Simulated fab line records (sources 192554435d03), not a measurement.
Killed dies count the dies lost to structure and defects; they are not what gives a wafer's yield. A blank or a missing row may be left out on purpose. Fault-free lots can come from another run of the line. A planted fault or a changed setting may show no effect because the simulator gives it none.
fab line records	flow n5_finfet
record: lots: 7	wafers: 21
route steps=1938 shown SD_ACTIVATION@331 SDB@369 HKMG_FIN@450 GATE_CUT@469 MOL_CONTACT_COAG@535 BEOL_M0_SAQP@646 BEOL_M0_CUTY@705
start_h: start of the lot's first displayed wafer, in hours after the record's first day	wait_h: how many hours have passed since the lot's step before this one	" repeats the value in the row above	L1.1+2: several wafers, shown together as one row	- no value, or no start given	* or withheld: withheld	< > ~ a bound
route shown NAME@n: NAME is a module with steps in the file, n the number in the route of the first one	usual: the fault-free wafers' mean and standard deviation	same: alike in all rows	chamber/n: place in a boat	sites: readings site by site	_std_site: how widely they spread, as a standard deviation	_edge_site: mean of outer sites minus mean of inner sites	radius_mm: for every site, how far away it sits from the centre of the wafer	mask NAME#n: copy n	behind: tool/chamber where the wafer was last shaped	hold: reason for holding the lot/hours on hold/outcome of the hold	device: whichever transistor did not switch (one of n, p or np)	end of line: at the end of the route, the tests of the same wafers	a step given without rows: its recipe and nothing more	killed: dies that structure and defects cost at the first sort, which is not the same as the wafer's yield	map: dies across one wafer; x = killed, . = not, _ = none there
set.NAME: setting as actually run; set.NAME@STEP: the setting as run at that earlier step	model.NAME: the simulator's own value behind a step, which no gauge read
lots run with intentionally changed settings; tables by step, rows by wafer
== steps ==
step: N5_SD_ACTIVATION_LSA_01
recipe: temp_c: 1080	time_s: 0.0008	ambient: N2
usual: wafer_temp_C_max: 1086.5/1.3
lot.wafer	tool	chamber	start_h	wait_h	set.temp_c	wafer_temp_C_max
L078.1	laser_anneal-01	0	82.44	0.2	1080	1086.6
L078.4	"	0	"	"	1080	1086.5
L078.6	"	0	"	"	1080	1085.0
L083.1	laser_anneal-02	0	111.53	0.2	1102	1108.5
L083.2	"	0	"	"	1102	1108.8
L083.4	"	0	"	"	1102	1108.6
L089.3	laser_anneal-02	0	147.27	0.2	1080	1085.4
L089.4	"	0	"	"	1080	1085.8
L089.6	"	0	"	"	1080	1087.3
L090.1	laser_anneal-01	0	155.60	0.2	1110	1117.4
L090.2	"	0	"	"	1080	1089.0
L090.5	"	0	"	"	1080	1087.5
L092.2	laser_anneal-01	0	165.16	0.2	1080	1087.1
L092.5	"	0	"	"	1067	1075.0
L092.6	"	0	"	"	1080	1087.5
L096.3	laser_anneal-01	0	190.61	0.2	1080	1087.3
L096.4	"	0	"	"	1080	1089.0
L096.6	"	0	"	"	1064	1071.9
L097.2	laser_anneal-02	0	198.70	0.3	1080	1086.4
L097.3	"	0	"	"	1070	1076.2
L097.4	"	0	"	"	1070	1076.2
step: N5_SD_ACTIVATION_RS_MEAS_03
recipe: thk_meas_gauge: four-point-probe
usual: RS_SD_N: 21.95/0.3	RS_SD_P: 55.8/0.84
lot.wafer	tool	chamber	start_h	wait_h	set.temp_c@SD_EPI_P_EPI_21	set.temp_c@SD_ACTIVATION_LSA_01	RS_SD_N[ohm/sq]	RS_SD_P[ohm/sq]
L078.1	film_metro-01	-	82.64	0.2	550	1080	21.72	55.3
L078.4	"	-	"	"	550	1080	21.89	55.4
L078.6	"	-	"	"	550	1080	21.61	54.9
L083.1	film_metro-01	-	111.73	0.2	552.7	1102	19.51	52.0
L083.2	"	-	"	"	550	1102	19.74	55.5
L083.4	"	-	"	"	550	1102	19.50	55.1
L089.3	film_metro-02	-	147.46	0.2	550	1080	21.92	55.0
L089.4	"	-	"	"	550	1080	21.88	53.8
L089.6	"	-	"	"	548.1	1080	22.13	56.7
L090.1	film_metro-02	-	155.81	0.2	546.6	1110	19.18	60.5
L090.2	"	-	"	"	550	1080	22.37	55.3
L090.5	"	-	"	"	546.6	1080	22.99	60.4
L092.2	film_metro-02	-	165.35	0.2	550	1080	22.14	55.6
L092.5	"	-	"	"	550	1067	23.84	55.6
L092.6	"	-	"	"	550	1080	22.19	54.5
L096.3	film_metro-02	-	190.79	0.2	550	1080	21.97	56.9
L096.4	"	-	"	"	550	1080	22.10	57.0
L096.6	"	-	"	"	550	1064	23.77	57.4
L097.2	film_metro-02	-	198.91	0.2	550	1080	22.04	55.2
L097.3	"	-	"	"	551.6	1070	23.17	54.6
L097.4	"	-	"	"	551.6	1070	23.28	54.4
step: N5_SDB_CUT_ETCH_26
recipe: chemistry: HBr/Cl2/O2	target: Si	target_depth_a: 1296	bt_time_s: 20	mask_material: SiNx	time_s: 51.8	ion_energy_ev: *	bias_w: *	pressure_mtorr: 10	icp_w: 800	HBr_flow_sccm: 150	Cl2_flow_sccm: 80	O2_flow_sccm: 12
lot.wafer	tool	chamber	start_h	wait_h	set.icp_w	model.etch.depth_nm	model.SDB.feature_depth_nm
L078.1	rie_si-06	0	90.38	0.1	800	131	131
L078.4	"	3	"	"	800	131.8	131.8
L078.6	"	3	"	"	800	132.2	132.2
L083.1	rie_si-04	2	119.37	0.1	755.6	124	124
L083.2	"	0	"	"	800	130.8	130.8
L083.4	"	3	"	"	755.6	122.8	122.8
L089.3	rie_si-04	0	155.30	0.1	800	129.6	129.6
L089.4	"	2	"	"	800	127.1	127.2
L089.6	"	0	"	"	912.8	137.5	137.6
L090.1	rie_si-04	3	164.46	0.1	661.8	115.2	115.2
L090.2	"	1	"	"	800	131.3	131.2
L090.5	"	2	"	"	800	126.2	126.2
L092.2	rie_si-06	1	174.21	0.1	800	131.7	131.8
L092.5	"	2	"	"	800	126.3	126.4
L092.6	"	1	"	"	920.7	139.8	139.8
L096.3	rie_si-04	3	198.98	0.1	926.8	132.9	133
L096.4	"	0	"	"	800	129.1	129
L096.6	"	3	"	"	800	124.4	124.4
L097.2+3	rie_si-04	0,1	206.70	0.1	735.1	125.2	125.2
L097.4	"	3	"	"	800	127.1	127
step: N5_HKMG_FIN_COAT_66
recipe: resist: SOC	temp_c: 250	time_s: 60	spin_rpm: 1500	resist_thk_nm: 300
lot.wafer	tool	chamber	start_h	wait_h	set.spin_rpm	model.SOC_of_HKMG_FIN_COAT_66.thk_nm
L078.1	litho_track-05	0	102.97	0.2	1500	300
L078.4	"	0	"	"	1500	299.4
L078.6	"	0	"	"	1500	299.8
L083.1	litho_track-03	0	129.96	0.2	1500	300.4
L083.2	"	0	"	"	1373	313.4
L083.4	"	0	"	"	1500	299.6
L089.3	litho_track-02	0	167.51	0.2	1500	302
L089.4	"	0	"	"	1402	312.2
L089.6	"	0	"	"	1402	311.4
L090.1	litho_track-03	0	174.90	0.2	1500	301.2
L090.2	"	0	"	"	1598	291.8
L090.5	"	0	"	"	1500	300.6
L092.2	litho_track-02	0	184.69	0.2	1500	302.4
L092.5	"	0	"	"	1500	301.6
L092.6	"	0	"	"	1500	301.8
L096.3	litho_track-02	0	211.01	0.2	1500	302.6
L096.4	"	0	"	"	1500	303.2
L096.6	"	0	"	"	1344	319.8
L097.2	litho_track-02	0	217.64	0.2	1500	299.8
L097.3	"	0	"	"	1417	308.2
L097.4	"	0	"	"	1500	300.2
step: N5_GATE_CUT_ETCH_58
recipe: chemistry: CH3F/O2	target: SiNx	target_depth_a: 170	time_s: 128.6	ion_energy_ev: 50	pressure_mtorr: 30	source_w: 415	bias_w: 21	Ar_flow_sccm: 150	CH3F_flow_sccm: 30	O2_flow_sccm: 20
usual: rf_vpp_V: 99.1/0.93
lot.wafer	tool	chamber	start_h	wait_h	set.bias_w	rf_vpp_V	model.etch.depth_nm
L078.1	rie_diel-01	1	105.63	0.2	21	100.0	17.47
L078.4	"	0	"	"	21	99.0	17
L078.6	"	3	"	"	21	100.1	18
L083.1	rie_diel-01	1	132.44	0.0	21	99.4	17.58
L083.2	"	2	"	"	17.47	85.9	15.79
L083.4	"	0	"	"	17.47	88.8	15.83
L089.3	rie_diel-01	1	169.89	0.0	21	99.4	17.58
L089.4	"	0	"	"	21	99.4	17.07
L089.6	"	1	"	"	21	100.3	17.58
L090.1	rie_diel-04	2	177.84	0.0	24.67	108.3	18.19
L090.2	"	0	"	"	24.67	110.7	18.08
L090.5	"	2	"	"	21	98.8	16.79
L092.2	rie_diel-05	1	187.44	0.1	21	98.5	16.4
L092.5	"	0	"	"	24.27	108.7	18.5
L092.6	"	1	"	"	24.27	107.6	17.79
L096.3	rie_diel-04	2	213.38	0.0	21	97.6	16.74
L096.4	"	0	"	"	21	99.8	16.88
L096.6	"	2	"	"	19.51	94.5	16.34
L097.2	rie_diel-04	1	220.15	0.0	21	100.1	16.71
L097.3	"	2	"	"	21	99.0	16.92
L097.4	"	0	"	"	21	99.2	16.92
step: N5_MOL_CONTACT_COAG_CONTACT_ETCH_14
recipe: chemistry: C4F6/O2	target: SiO2	target_depth_a: 275	overetch_a: 85	mask_material: SOC	pressure_mtorr: 30	source_w: 370	bias_w: 185	Ar_flow_sccm: 300	C4F6_flow_sccm: 16	O2_flow_sccm: 10	time_s: 20	ion_energy_ev: 259.6
usual: rf_vpp_V: 694.5/3
lot.wafer	tool	chamber	start_h	wait_h	set.source_w	rf_vpp_V
L078.1	rie_diel-03	3	113.39	0.0	370	695.0
L078.4	"	2	"	"	370	699.2
L078.6	"	0	"	"	370	694.7
L083.1	rie_diel-02	1	140.24	0.0	386.8	684.6
L083.2	"	2	"	"	370	691.3
L083.4	"	0	"	"	386.8	681.9
L089.3	rie_diel-03	1	177.50	0.0	370	698.7
L089.4	"	2	"	"	370	698.5
L089.6	"	2	"	"	418.8	664.7
L090.1	rie_diel-03	3	185.66	0.0	412.5	676.4
L090.2	"	1	"	"	412.5	669.2
L090.5	"	1	"	"	412.5	669.9
L092.2	rie_diel-06	1	195.33	0.0	429.3	654.4
L092.5	"	3	"	"	370	697.8
L092.6	"	0	"	"	429.3	672.5
L096.3	rie_diel-02	3	221.06	0.0	370	692.4
L096.4	"	3	"	"	370	693.5
L096.6	"	0	"	"	370	691.1
L097.2	rie_diel-02	3	227.49	0.0	370	694.3
L097.3	"	1	"	"	370	696.2
L097.4	"	1	"	"	370	694.9
step: N5_MOL_CONTACT_COAG_SPUTTER_143
recipe: material: Co	target_thk_a: 25	temp_c: 25	chamber_pressure_pa: 0.2
lot.wafer	tool	chamber	start_h	wait_h	set.target_thk_a	model.Co_of_MOL_CONTACT_COAG_SPUTTER_143.thk_nm
L078.1+4+6	pvd_sputter-02	-	115.56	0.0	25	2.4
L083.1+4	pvd_sputter-01	-	143.63	0.0	21.85	2.2
L083.2	"	-	"	"	21.85	2
L089.3+4	pvd_sputter-02	-	182.12	0.0	22.43	2.4
L089.6	"	-	"	"	25	2.8
L090.1	pvd_sputter-02	-	187.37	0.0	23.67	2.4
L090.2	"	-	"	"	23.67	2.2
L090.5	"	-	"	"	25	2.4
L092.2+5	pvd_sputter-01	-	198.66	0.0	25	2.4
L092.6	"	-	"	"	28.11	2.8
L096.3	pvd_sputter-02	-	222.60	0.0	27.93	2.8
L096.4	"	-	"	"	25	2.4
L096.6	"	-	"	"	25	2.6
L097.2	pvd_sputter-02	-	229.69	0.0	21.64	2
L097.3	"	-	"	"	25	2.6
L097.4	"	-	"	"	25	2.4
step: N5_MOL_CONTACT_COAG_COAT_64
recipe: resist: underlayer	temp_c: 205	time_s: 60	spin_rpm: 1500	resist_thk_nm: 10
lot.wafer	tool	chamber	start_h	wait_h	set.spin_rpm	model.underlayer_of_MOL_CONTACT_COAG_COAT_64.thk_nm
L078.1+4+6	litho_track-02	0	-	-	1500	10
L083.1	litho_track-03	0	-	-	1500	10
L083.2+4	"	0	"	"	1436	10.2
L089.3+4	litho_track-02	0	-	-	1394	10.4
L089.6	"	0	"	"	1500	10
L090.1	litho_track-04	0	-	-	1500	10
L090.2+5	"	0	"	"	1574	9.8
L092.2	litho_track-02	0	-	-	1500	10
L092.5+6	"	0	"	"	1562	9.8
L096.3	litho_track-04	0	-	-	1409	10.2
L096.4+6	"	0	"	"	1500	10
L097.2+3+4	litho_track-03	0	-	-	1500	10
step: N5_MOL_CONTACT_COAG_COAT_34
recipe: resist: CAR-EUV	spin_rpm: 1500	resist_thk_nm: 40
step: N5_MOL_CONTACT_COAG_EBR_36
recipe: solvent: PGMEA	ebr_width_mm: 1.5
step: N5_MOL_CONTACT_COAG_DESCUM_45
recipe: chemistry: O2	time_s: 7	source_power_w: 50	bias_power_w: 20	pressure_mtorr: 20	rf_frequency_hz: 2.712e+07	temp_c: 40	resist: CAR-EUV	o2_flow_sccm: 225
step: N5_MOL_CONTACT_COAG_ETCH_65
recipe: chemistry: N2/H2	target: underlayer	target_depth_a: 130	mask_material: CAR-EUV	time_s: 10.4	ion_energy_ev: 200	pressure_mtorr: 30	source_w: 840	bias_w: 150	n2_flow_sccm: 200	h2_flow_sccm: 200	ends: cleared
lot.wafer	tool	chamber	start_h	wait_h	set.spin_rpm@MOL_CONTACT_COAG_COAT_64	model.etch.depth_nm
L078.1	rie_diel-06	2	126.53	0.0	1500	10.01
L078.4	"	2	"	"	1500	9.987
L078.6	"	0	"	"	1500	9.996
L083.1	rie_diel-03	1	150.97	0.0	1500	9.956
L083.2	"	0	"	"	1436	10.2
L083.4	"	2	"	"	1436	10.19
L089.3	rie_diel-02	3	192.63	0.0	1394	10.38
L089.4	"	2	"	"	1394	10.4
L089.6	"	3	"	"	1500	9.982
L090.1	rie_diel-06	2	197.10	0.0	1500	9.998
L090.2	"	1	"	"	1574	9.761
L090.5	"	3	"	"	1574	9.777
L092.2	rie_diel-06	1	210.25	0.0	1500	9.992
L092.5	"	0	"	"	1562	9.813
L092.6	"	3	"	"	1562	9.8
L096.3	rie_diel-03	1	231.03	0.0	1409	10.27
L096.4	"	2	"	"	1500	9.937
L096.6	"	0	"	"	1500	9.961
L097.2+4	rie_diel-06	2,0	239.55	0.0	1500	10.02
L097.3	"	1	"	"	1500	9.99
step: N5_MOL_CONTACT_COAG_ETCH_66
recipe: chemistry: CF4	target: SiARC	target_depth_a: 130	mask_material: CAR-EUV	time_s: 21.7	ion_energy_ev: 80	pressure_mtorr: 40	source_w: 545	bias_w: 36	Ar_flow_sccm: 100	cf4_flow_sccm: 100	ends: cleared
lot.wafer	tool	chamber	start_h	wait_h	set.spin_rpm@MOL_CONTACT_COAG_COAT_64	model.CAR-EUV_of_MOL_CONTACT_COAG_COAT_34.thk_nm
L078.1+4	rie_diel-06	2	126.55	0.0	1500	16.8
L078.6	"	0	"	"	1500	17
L083.1	rie_diel-03	1	150.99	0.0	1500	16.8
L083.2+4	"	0,2	"	"	1436	16.6
L089.3+4	rie_diel-02	3,2	192.65	0.0	1394	16.6
L089.6	"	3	"	"	1500	17
L090.1	rie_diel-06	2	197.12	0.0	1500	16.8
L090.2+5	"	1,3	"	"	1574	17
L092.2	rie_diel-06	1	210.27	0.0	1500	16.8
L092.5	"	0	"	"	1562	17.4
L092.6	"	3	"	"	1562	17.2
L096.3	rie_diel-03	1	231.04	0.0	1409	16.2
L096.4	"	2	"	"	1500	16.6
L096.6	"	0	"	"	1500	16.8
L097.2	rie_diel-06	2	239.57	0.0	1500	16.6
L097.3+4	"	1,0	"	"	1500	16.8
step: N5_BEOL_M0_SAQP_EXPOSE_11
recipe: mask_id: M0_CORE	na: 1.35	source_shape: dipole	sigma_inner: 0.538	sigma_outer: 0.738	polarization: te	target_cd_nm: 42	dose_mj: 55
lot.wafer	tool	chamber	start_h	wait_h	mask	set.dose_mj
L078.1+4+6	arfi_scanner-02	0	133.07	-	M0_CORE#0	55
L083.1+4	arfi_scanner-02	0	157.09	-	M0_CORE#0	55
L083.2	"	0	"	"	M0_CORE#0	53.13
L089.3+6	arfi_scanner-02	0	199.52	-	M0_CORE#0	55
L089.4	"	0	"	"	M0_CORE#0	52.43
L090.1+5	arfi_scanner-02	0	204.45	-	M0_CORE#0	55
L090.2	"	0	"	"	M0_CORE#0	53.53
L092.2+5+6	arfi_scanner-02	0	217.41	-	M0_CORE#0	55
L096.3+4	arfi_scanner-03	0	238.70	-	M0_CORE#0	55
L096.6	"	0	"	"	M0_CORE#0	52.46
L097.2	arfi_scanner-03	0	245.93	-	M0_CORE#0	52.21
L097.3+4	"	0	"	"	M0_CORE#0	55
step: N5_BEOL_M0_SAQP_PEB_12
recipe: peb_temp_c: withheld	peb_time_s: 60	resist: CAR-ArF
step: N5_BEOL_M0_SAQP_DEVELOP_13
recipe: develop_time_s: 30	developer: TMAH	resist: CAR-ArF	dev_temp_c: 23	rinse_liquid: diw	dry: air_spin
step: N5_BEOL_M0_SAQP_CD_MEAS_14
recipe: target_cd_nm: 42.5	landing_energy_ev: 500	detector: se_inlens
usual: cd_nm: 42.5/0.41
lot.wafer	tool	chamber	start_h	wait_h	set.dose_mj@BEOL_M0_SAQP_EXPOSE_11	cd_nm
L078.1	cd_sem-02	0	133.20	-	55	42.2
L078.4	"	0	"	"	55	42.2
L078.6	"	0	"	"	55	41.6
L083.1	cd_sem-02	0	157.21	-	55	41.9
L083.2	"	0	"	"	53.13	42.9
L083.4	"	0	"	"	55	41.8
L089.3	cd_sem-03	0	199.64	-	55	42.2
L089.4	"	0	"	"	52.43	43.5
L089.6	"	0	"	"	55	42.3
L090.1	cd_sem-01	0	204.57	-	55	42.4
L090.2	"	0	"	"	53.53	43.2
L090.5	"	0	"	"	55	42.5
L092.2	cd_sem-01	0	217.53	-	55	42.7
L092.5	"	0	"	"	55	42.6
L092.6	"	0	"	"	55	43.2
L096.3	cd_sem-01	0	238.82	-	55	43.1
L096.4	"	0	"	"	55	42.4
L096.6	"	0	"	"	52.46	44.6
L097.2	cd_sem-03	0	246.05	-	52.21	44.0
L097.3	"	0	"	"	55	42.9
L097.4	"	0	"	"	55	42.6
step: N5_BEOL_M0_SAQP_MANDREL_ETCH_20
recipe: target_depth_a: 600	chemistry: HBr/Cl2	target: a-Si	stop_on: SiNx	bt_time_s: 10	mask_material: SOC	over_etch_frac: 0.5	time_s: 30	pressure_mtorr: 10	icp_w: 800	bias_w: 75	HBr_flow_sccm: 150	Cl2_flow_sccm: 80	ends: end_point
lot.wafer	tool	chamber	start_h	wait_h	set.bias_w	model.SOC_of_BEOL_M0_SAQP_COAT_81.thk_nm
L078.1	rie_si-03	3	133.56	0.0	75	76
L078.4	"	0	"	"	75	76.6
L078.6	"	1	"	"	75	76.2
L083.1	rie_si-01	2	157.58	0.0	75	75.8
L083.2	"	3	"	"	62.01	77.2
L083.4	"	1	"	"	62.01	77.6
L089.3	rie_si-01	0	200.00	0.0	83.5	75.4
L089.4+6	"	1	"	"	75	76.2
L090.1	rie_si-03	1	204.94	0.0	75	76.2
L090.2	"	3	"	"	82.11	74.8
L090.5	"	1	"	"	75	76
L092.2	rie_si-01	0	218.20	0.0	75	77.4
L092.5	"	1	"	"	88.18	75.2
L092.6	"	2	"	"	75	76.8
L096.3	rie_si-05	2	239.53	0.0	63.51	77
L096.4	"	3	"	"	75	75.4
L096.6	"	1	"	"	63.51	76.8
L097.2	rie_si-03	3	246.44	0.0	75	75.8
L097.3	"	0	"	"	62.58	78
L097.4	"	1	"	"	75	76.2
step: N5_BEOL_M0_CUTY_EXPOSE_54
recipe: mask_id: M0_ABLK	na: 1.35	source_shape: conventional	sigma_outer: 0.8	polarization: unpolarized	dose_mj: 36
lot.wafer	tool	chamber	start_h	wait_h	mask	set.dose_mj
L078.1+4+6	arfi_scanner-01	0	139.21	-	M0_ABLK#0	36
L083.1+2+4	arfi_scanner-01	0	163.46	-	M0_ABLK#0	36
L089.3+4+6	arfi_scanner-01	0	205.08	-	M0_ABLK#0	36
L090.1+2+5	arfi_scanner-02	0	210.66	-	M0_ABLK#0	36
L092.2+5	arfi_scanner-03	0	223.54	-	M0_ABLK#0	35.11
L092.6	"	0	"	"	M0_ABLK#0	36
L096.3+4+6	arfi_scanner-02	0	244.63	-	M0_ABLK#0	36
L097.2+3	arfi_scanner-02	0	251.25	-	M0_ABLK#0	34.49
L097.4	"	0	"	"	M0_ABLK#0	36
step: N5_BEOL_M0_CUTY_PEB_55
recipe: peb_temp_c: 110	peb_time_s: 60	resist: CAR-ArF-block
step: N5_BEOL_M0_CUTY_DEVELOP_56
recipe: develop_time_s: 30	developer: TMAH	resist: CAR-ArF-block	rinse_liquid: diw	dry: air_spin	dev_temp_c: 23
step: N5_BEOL_M0_CUTY_CD_MEAS_57
recipe: target_cd_nm: 200	landing_energy_ev: 500	detector: se_inlens	polarity: line
usual: cd_nm: 200.2/0.89
lot.wafer	tool	chamber	start_h	wait_h	set.dose_mj@BEOL_M0_CUTY_EXPOSE_54	cd_nm
L078.1	cd_sem-02	0	139.34	-	36	200.2
L078.4	"	0	"	"	36	199.3
L078.6	"	0	"	"	36	198.6
L083.1	cd_sem-03	0	163.59	-	36	199.7
L083.2	"	0	"	"	36	200.6
L083.4	"	0	"	"	36	200.4
L089.3	cd_sem-03	0	205.20	-	36	200.4
L089.4	"	0	"	"	36	200.4
L089.6	"	0	"	"	36	200.7
L090.1	cd_sem-02	0	210.78	-	36	198.6
L090.2	"	0	"	"	36	200.0
L090.5	"	0	"	"	36	200.0
L092.2	cd_sem-02	0	223.66	-	35.11	202.3
L092.5	"	0	"	"	35.11	201.8
L092.6	"	0	"	"	36	200.0
L096.3	cd_sem-02	0	244.74	-	36	200.5
L096.4	"	0	"	"	36	201.1
L096.6	"	0	"	"	36	200.5
L097.2	cd_sem-01	0	251.37	-	34.49	204.8
L097.3	"	0	"	"	34.49	204.2
L097.4	"	0	"	"	36	199.6
step: N5_BEOL_M0_CUTY_DESCUM_61
recipe: chemistry: O2	time_s: 7.9	source_power_w: 50	bias_power_w: 20	pressure_mtorr: 20	rf_frequency_hz: 2.712e+07	temp_c: 40	resist: CAR-ArF-block	o2_flow_sccm: 225
lot.wafer	tool	chamber	start_h	wait_h	set.time_s	model.CAR-ArF-block_of_BEOL_M0_CUTY_COAT_51.thk_nm
L078.1	rie_diel-02	1	139.43	0.0	7.9	143.2
L078.4	"	3	"	"	7.9	143.4
L078.6	"	2	"	"	7.9	143
L083.1	rie_diel-03	1	163.85	0.2	7.9	143.8
L083.2	"	0	"	"	9.2	142.6
L083.4	"	2	"	"	7.9	143.6
L089.3+6	rie_diel-06	3	205.28	0.0	6.404	143.6
L089.4	"	2	"	"	6.404	143.8
L090.1	rie_diel-06	3	210.87	0.0	6.875	143.8
L090.2	"	1	"	"	6.875	143.2
L090.5	"	3	"	"	7.9	143
L092.2	rie_diel-06	1	223.75	0.0	8.884	142.8
L092.5+6	"	1,0	"	"	7.9	143.2
L096.3	rie_diel-06	1	245.00	0.2	7.9	143.6
L096.4+6	"	3,2	"	"	8.914	142.6
L097.2	rie_diel-03	0	251.46	0.0	6.605	143.8
L097.3	"	3	"	"	7.9	143.2
L097.4	"	2	"	"	7.9	143
step: N5_BEOL_M0_CUTY_ETCH_62
recipe: chemistry: CF4	target: SiARC	mask_material: CAR-ArF-block	time_s: 58.5	ion_energy_ev: 80	pressure_mtorr: 40	source_w: 545	bias_w: 36	Ar_flow_sccm: 100	cf4_flow_sccm: 100	ends: cleared
lot.wafer	tool	chamber	start_h	wait_h	set.time_s@BEOL_M0_CUTY_DESCUM_61	model.CAR-ArF-block_of_BEOL_M0_CUTY_COAT_51.thk_nm
L078.1	rie_diel-02	1	139.46	0.0	7.9	118
L078.4	"	3	"	"	7.9	118.4
L078.6	"	2	"	"	7.9	117.8
L083.1+4	rie_diel-03	1,2	163.88	0.0	7.9	118.6
L083.2	"	0	"	"	9.2	117.6
L089.3+6	rie_diel-06	3	205.32	0.0	6.404	118.6
L089.4	"	2	"	"	6.404	118.8
L090.1	rie_diel-06	3	210.90	0.0	6.875	118.8
L090.2	"	1	"	"	6.875	118.2
L090.5	"	3	"	"	7.9	118
L092.2	rie_diel-06	1	223.78	0.0	8.884	117.6
L092.5	"	1	"	"	7.9	118
L092.6	"	0	"	"	7.9	118.2
L096.3	rie_diel-06	1	245.03	0.0	7.9	118.4
L096.4+6	"	3,2	"	"	8.914	117.6
L097.2	rie_diel-03	0	251.49	0.0	6.605	118.8
L097.3+4	"	3,2	"	"	7.9	118
== key ==
split: step: N5_SD_ACTIVATION_LSA_01	setting: temp_c	stated: 1080	by: wafer
response: step: N5_SD_ACTIVATION_LSA_01	reading: wafer_temp_C_max	change: *	per: 1%	r: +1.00
response: step: N5_SD_ACTIVATION_RS_MEAS_03	reading: RS_SD_N	change: -1.26	per: 1%	r: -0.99
split: step: N5_SDB_CUT_ETCH_26	setting: icp_w	stated: 800	by: wafer
response: step: N5_SDB_CUT_ETCH_26	reading: model.etch.depth_nm	change: +0.635	per: 1%	r: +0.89
response: step: N5_SDB_CUT_ETCH_26	reading: model.SDB.feature_depth_nm	change: +0.634	per: 1%	r: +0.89
split: step: N5_HKMG_FIN_COAT_66	setting: spin_rpm	stated: 1500	by: wafer
response: step: N5_HKMG_FIN_COAT_66	reading: model.SOC_of_HKMG_FIN_COAT_66.thk_nm	change: -1.55	per: 1%	r: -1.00
split: step: N5_GATE_CUT_ETCH_58	setting: bias_w	stated: 21	by: wafer
response: step: N5_GATE_CUT_ETCH_58	reading: rf_vpp_V	change: +0.648	per: 1%	r: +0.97
response: step: N5_GATE_CUT_ETCH_58	reading: model.etch.depth_nm	change: +0.0952	per: 1%	r: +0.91
split: step: N5_MOL_CONTACT_COAG_CONTACT_ETCH_14	setting: source_w	stated: 370	by: wafer
response: step: N5_MOL_CONTACT_COAG_CONTACT_ETCH_14	reading: rf_vpp_V	change: -2.29	per: 1%	r: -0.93
split: step: N5_MOL_CONTACT_COAG_SPUTTER_143	setting: target_thk_a	stated: 25	by: wafer
response: step: N5_MOL_CONTACT_COAG_SPUTTER_143	reading: model.Co_of_MOL_CONTACT_COAG_SPUTTER_143.thk_nm	change: +0.0327	per: 1%	r: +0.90
split: step: N5_MOL_CONTACT_COAG_COAT_64	setting: spin_rpm	stated: 1500	by: wafer
response: step: N5_MOL_CONTACT_COAG_COAT_64	reading: model.underlayer_of_MOL_CONTACT_COAG_COAT_64.thk_nm	change: -0.0458	per: 1%	r: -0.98
response: step: N5_MOL_CONTACT_COAG_ETCH_65	reading: model.etch.depth_nm	change: -0.0528	per: 1%	r: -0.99
response: step: N5_MOL_CONTACT_COAG_ETCH_66	reading: model.CAR-EUV_of_MOL_CONTACT_COAG_COAT_34.thk_nm	change: +0.0667	per: 1%	r: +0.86
split: step: N5_BEOL_M0_SAQP_EXPOSE_11	setting: dose_mj	stated: 55	by: wafer
response: step: N5_BEOL_M0_SAQP_CD_MEAS_14	reading: cd_nm	change: -0.3	per: 1%	r: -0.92
split: step: N5_BEOL_M0_SAQP_MANDREL_ETCH_20	setting: bias_w	stated: 75	by: wafer
response: step: N5_BEOL_M0_SAQP_MANDREL_ETCH_20	reading: model.SOC_of_BEOL_M0_SAQP_COAT_81.thk_nm	change: -0.104	per: 1%	r: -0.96
split: step: N5_BEOL_M0_CUTY_EXPOSE_54	setting: dose_mj	stated: 36	by: wafer
response: step: N5_BEOL_M0_CUTY_CD_MEAS_57	reading: cd_nm	change: -1.09	per: 1%	r: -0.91
split: step: N5_BEOL_M0_CUTY_DESCUM_61	setting: time_s	stated: 7.9	by: wafer
response: step: N5_BEOL_M0_CUTY_DESCUM_61	reading: model.CAR-ArF-block_of_BEOL_M0_CUTY_COAT_51.thk_nm	change: -0.0524	per: 1%	r: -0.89
response: step: N5_BEOL_M0_CUTY_ETCH_62	reading: model.CAR-ArF-block_of_BEOL_M0_CUTY_COAT_51.thk_nm	change: -0.0511	per: 1%	r: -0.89
split outside_this_file step=N5_SD_EPI_P_EPI_21 setting=temp_c
split outside_this_file: this setting was split too, and the file shows its column; the key of that split is in another file
